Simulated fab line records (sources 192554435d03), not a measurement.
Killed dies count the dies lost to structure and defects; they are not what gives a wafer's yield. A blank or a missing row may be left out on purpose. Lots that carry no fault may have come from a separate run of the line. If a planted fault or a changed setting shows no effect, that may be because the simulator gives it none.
The tool behind it: which one? -- flow n5-finfet -- 10 lots, 30 wafers sampled, at 5 steps of a route of 1938

== WHAT THE GAUGES READ, wafer by wafer ==
N5_STI_FIN_REVEAL_CD_MEAS_22: target cd 6.238 nm, pitch 28 nm.
lot,measured,on,cd-nm (nm)
L658,day 2 19:44,cd-sem-03,6.01 6.28 5.59
L659,day 3 02:10,cd-sem-03,5.78 6.04 6.33
L662,day 3 22:24,cd-sem-03,6.26 6.33 6.29
L664,day 4 05:43,cd-sem-01,6.29 6.18 6.75
L666,day 4 18:49,cd-sem-01,5.77 6.40 6.38
L668,day 5 09:53,cd-sem-01,6.12 6.01 6.08
L676,day 7 07:55,cd-sem-01,7.05 7.65 6.74
L677,day 7 13:44,cd-sem-01,6.95 7.63 7.13
L679,day 8 02:52,cd-sem-02,6.30 6.34 6.31
L680,day 8 07:04,cd-sem-03,6.16 5.98 6.28

== TOOL THAT RAN EACH LOT (tool first, then ch and the chambers of the sampled wafers, then the start) ==
lot,N5_FIN_CUT_CUT_ETCH_26,N5_STI_FIN_REVEAL_CMP_04,N5_STI_FIN_REVEAL_DENSIFY_30,N5_STI_FIN_REVEAL_OXIDATION_31
L658,"rie-diel-03 ch 0,1,3, day 2 09:38","cmp-03 ch 1,2,3, day 2 15:53","rtp-anneal-01 ch 0, day 2 16:10","plasma-asher-01 ch 0,1, day 2 19:13"
L659,"rie-diel-02 ch 0,2,3, day 2 16:08","cmp-04 ch 0,1, day 2 22:22","rtp-anneal-01 ch 0, day 2 22:43","plasma-asher-01 ch 0,1, day 3 01:37"
L662,"rie-diel-02 ch 1,3, day 3 11:59","cmp-03 ch 2,3, day 3 18:49","rtp-anneal-01 ch 0, day 3 19:10","plasma-asher-02 ch 1, day 3 21:50"
L664,"rie-diel-03 ch 0,1,2, day 3 20:40","cmp-03 ch 1,3, day 4 02:17","rtp-anneal-02 ch 0, day 4 02:37","plasma-asher-02 ch 0,1, day 4 05:11"
L666,"rie-diel-03 ch 2,3, day 4 09:40","cmp-02 ch 0,1,3, day 4 15:22","rtp-anneal-02 ch 0, day 4 15:40","plasma-asher-01 ch 0,1, day 4 18:18"
L668,"rie-diel-02 ch 1,3, day 5 00:42","cmp-04 ch 0,2,3, day 5 06:24","rtp-anneal-02 ch 0, day 5 06:46","plasma-asher-01 ch 0, day 5 09:22"
L676,"rie-diel-03 ch 1,2,3, day 6 22:47","cmp-03 ch 0,2,3, day 7 04:28","rtp-anneal-01 ch 0, day 7 04:47","plasma-asher-01 ch 0,1, day 7 07:24"
L677,"rie-diel-01 ch 0,1,3, day 7 03:54","cmp-03 ch 0,1,2, day 7 09:32","rtp-anneal-01 ch 0, day 7 09:55","plasma-asher-01 ch 0,1, day 7 13:13"
L679,"rie-diel-01 ch 0,2,3, day 7 17:22","cmp-02 ch 0,1, day 7 23:05","rtp-anneal-02 ch 0, day 7 23:28","plasma-asher-01 ch 0,1, day 8 02:17"
L680,"rie-diel-03 ch 0,2,3, day 7 21:56","cmp-04 ch 0,1,2, day 8 03:39","rtp-anneal-02 ch 0, day 8 03:52","plasma-asher-02 ch 0,1, day 8 06:32"
- N5_FIN_CUT_CUT_ETCH_26: etches SiNx in CH3F/O2, target depth 39 nm, time 55.7 s.
- N5_STI_FIN_REVEAL_CMP_04: polishes, stops on Si3N4, t overpolish 4 s, target thk 131.83 nm.
- N5_STI_FIN_REVEAL_DENSIFY_30
- N5_STI_FIN_REVEAL_OXIDATION_31: chemistry O2 PLASMA REMOTE, time 20 s.

== AS READ BY THE TOOLS THEMSELVES (means over the sampled wafers that have a number; for cases with no such wafer, the mark the record gives instead) ==
N5_FIN_CUT_CUT_ETCH_26.
lot,tool,drypump-motor-current-A (A),mfc-ar-sccm (sccm),oes-product-au (a.u.),rf-vpp-V (V),showerhead-plenum-p-Torr (Torr),throttle-valve-pct (%)
L658,rie-diel-03,5.6,149.2,0.76,300,1.97,16.60
L659,rie-diel-02,5.5,149.9,0.79,296,1.96,16.47
L662,rie-diel-02,5.2,150.3,0.71,302,1.97,16.78
L664,rie-diel-03,5.6,149.8,0.77,300,1.97,16.57
L666,rie-diel-03,5.4,150.2,0.78,295,2.00,16.61
L668,rie-diel-02,5.4,149.4,0.72,301,2.02,16.66
L676,rie-diel-03,5.6,149.9,0.74,297,1.96,16.70
L677,rie-diel-01,6.1,149.8,0.74,298,1.96,16.55
L679,rie-diel-01,5.9,149.7,0.74,298,1.99,16.56
L680,rie-diel-03,5.4,150.1,0.76,296,1.99,16.62

N5_STI_FIN_REVEAL_CMP_04.
lot,tool,edge-zone-pressure-frac,head-pressure-psi (psi),motor-current-A (A),overpolish-run-s (s),slurry-filter-dp-kPa (kPa),time-to-endpoint-s (s)
L658,cmp-03,0.996,2.002,7.6,4.004,13.52,105
L659,cmp-04,1.005,2.004,7.3,3.999,13.48,115
L662,cmp-03,0.999,1.996,7.1,4.003,13.61,106
L664,cmp-03,1.007,1.995,7.7,4.002,13.55,103
L666,cmp-02,0.998,2.004,7.7,4.000,13.44,110
L668,cmp-04,1.004,2.002,7.8,4.001,13.51,102
L676,cmp-03,1.004,2.003,8.4,4.008,13.46,109
L677,cmp-03,0.999,2.002,9.2,3.989,13.51,111
L679,cmp-02,1.002,2.000,7.9,4.000,13.46,103
L680,cmp-04,1.002,2.000,7.8,4.001,13.46,102

N5_STI_FIN_REVEAL_DENSIFY_30.
lot,tool,lamp-power-pct (%),lamp_zone_3_pct (%)
L658,rtp-anneal-01,11.54,11.536
L659,rtp-anneal-01,11.53,11.516
L662,rtp-anneal-01,11.53,11.534
L664,rtp-anneal-02,11.53,11.534
L666,rtp-anneal-02,11.58,11.513
L668,rtp-anneal-02,11.53,11.531
L676,rtp-anneal-01,11.48,11.538
L677,rtp-anneal-01,11.50,11.516
L679,rtp-anneal-02,11.50,11.515
L680,rtp-anneal-02,11.54,11.517

N5_STI_FIN_REVEAL_OXIDATION_31.
lot,tool,chamber-pressure-mTorr (mTorr),drypump-motor-current-A (A),heater-power-w (W),temp-c (C),temp-c-max
L658,plasma-asher-01,1000.3,5.39,139,149.90,150.60
L659,plasma-asher-01,1000.3,5.38,141,149.99,150.74
L662,plasma-asher-02,1000.9,5.39,145,150.27,150.71
L664,plasma-asher-02,1000.4,5.42,147,149.91,150.27
L666,plasma-asher-01,1000.6,5.50,141,150.10,150.80
L668,plasma-asher-01,1000.1,5.59,145,150.01,150.65
L676,plasma-asher-01,-,-,-,-,-
L677,plasma-asher-01,-,-,-,-,-
L679,plasma-asher-01,999.6,5.49,143,149.98,150.73
L680,plasma-asher-02,1000.0,5.40,146,150.05,150.45

== THE ANSWER, worked out from the rows above alone ==
Rule: the lots themselves supply what counts as usual. The widest of any qualifying gaps counts: lots, ordered by their means at a reading, are off when they make up no more than a third of the lots, leave a main group of 4 or more, and stand apart from it by 3 or more times the standard deviation of that group's means. A main group is skipped when, at the precision printed for the reading in the tables above, its means are all equal. Also off: a lot with no number at a reading for which 4 or more lots have one. Any other lot the step has rows for is counted as sound. The gauges are gone through in route order, then the tools' own readings, and for those a lot's mean is taken as printed above. The first step at which some lot is off is used, and at that step the reading that is off furthest; a lot without a number counts as furthest.
Off: L676, L677, at N5_STI_FIN_REVEAL_CD_MEAS_22 (cd-nm). The main group: mean 6.18 nm, standard deviation 0.14.
A tool fits if, at a process step before that reading, it ran every lot that is off, and no sound lot after the first of them. Not tried: the gauges at N5_STI_FIN_REVEAL_CD_MEAS_22; whatever is off there is also off at N5_STI_FIN_REVEAL_OXIDATION_31, on other tools, and gauge error can't account for it. Can't be told from this: 2 tools fit, cmp-03 at N5_STI_FIN_REVEAL_CMP_04, rtp-anneal-01 at N5_STI_FIN_REVEAL_DENSIFY_30.

== WHAT WAS PUT IN BY THE SIMULATOR ==
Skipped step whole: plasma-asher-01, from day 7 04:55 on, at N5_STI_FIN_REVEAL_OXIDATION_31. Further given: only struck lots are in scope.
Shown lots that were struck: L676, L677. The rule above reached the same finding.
